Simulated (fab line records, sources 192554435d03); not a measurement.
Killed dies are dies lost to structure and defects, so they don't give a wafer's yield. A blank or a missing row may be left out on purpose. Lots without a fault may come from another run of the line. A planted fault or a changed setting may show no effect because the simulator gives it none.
Chamber matching | flow n5_finfet | N5_GATE_CUT_ALD_22 on ald_sin-04: 4 sister chambers
The step deposits SiNx, target thk 16 nm, pulse time 1 s, ald cycles 320. 14 wafers are shown with their chamber, then 7 later ones without.

WAFERS WITH THEIR CHAMBER
wafer  | chamber | heater_power_w (W) | precursor_pulse_height_rel
L075.2 | 0       | 825                | 1.032
L075.5 | 2       | 776                | 0.981
L075.6 | 3       | 896                | 1.004
L078.3 | 1       | 832                | 1.001
L078.4 | 2       | 769                | 0.985
L078.6 | 0       | 841                | 1.011
L081.2 | 3       | 911                | 1.019
L081.4 | 2       | 782                | 0.988
L081.6 | 0       | 846                | 0.976
L088.1 | 0       | 841                | 1.034
L088.2 | 3       | 911                | 1.014
L088.3 | 1       | 836                | 1.011
L089.1 | 2       | 789                | 1.019
L089.3 | 3       | 908                | 0.956

SIGNATURES (means of the wafers above)
reading                    | chamber 0 | chamber 1 | chamber 2 | chamber 3 | scatter within a chamber
heater_power_w             | 838.25    | 834.00    | 779.00    | 906.50    | 7.94
precursor_pulse_height_rel | 1.01325   | 1.00600   | 0.99325   | 0.99825   | 0.0237
Rule: a wafer's distance from a chamber is the root of the sum, over the readings, of the square of ((its reading less the chamber's mean) divided by the reading's scatter). The wafer belongs to the nearest chamber; if the next one is less than 2 further off, it can't be placed. The scatter: the root of (the sum of the squares of (reading less its chamber's mean) over the shown wafers, divided by (wafers less chambers)).

WAFERS WITHOUT THEIR CHAMBER
wafer  | heater_power_w (W) | precursor_pulse_height_rel
L089.4 | 840                | 1.018
L092.2 | 895                | 0.981
L092.4 | 834                | 1.007
L092.6 | 886                | 1.009
L095.3 | 770                | 0.988
L095.5 | 790                | 1.000
L095.6 | 755                | 0.971

WHICH CHAMBER EACH WENT THROUGH
wafer  | from the rows above     | in truth
L089.4 | can't be placed: 0 or 1 | 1
L092.2 | 3                       | 3
L092.4 | can't be placed: 1 or 0 | 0
L092.6 | 3                       | 3
L095.3 | 2                       | 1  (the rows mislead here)
L095.5 | 2                       | 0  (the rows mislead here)
L095.6 | 2                       | 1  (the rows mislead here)
Placed correctly: 2 of 7. Can't be placed from these rows: 2 (the true chamber is among the candidates in 2). Placed wrongly: 3.
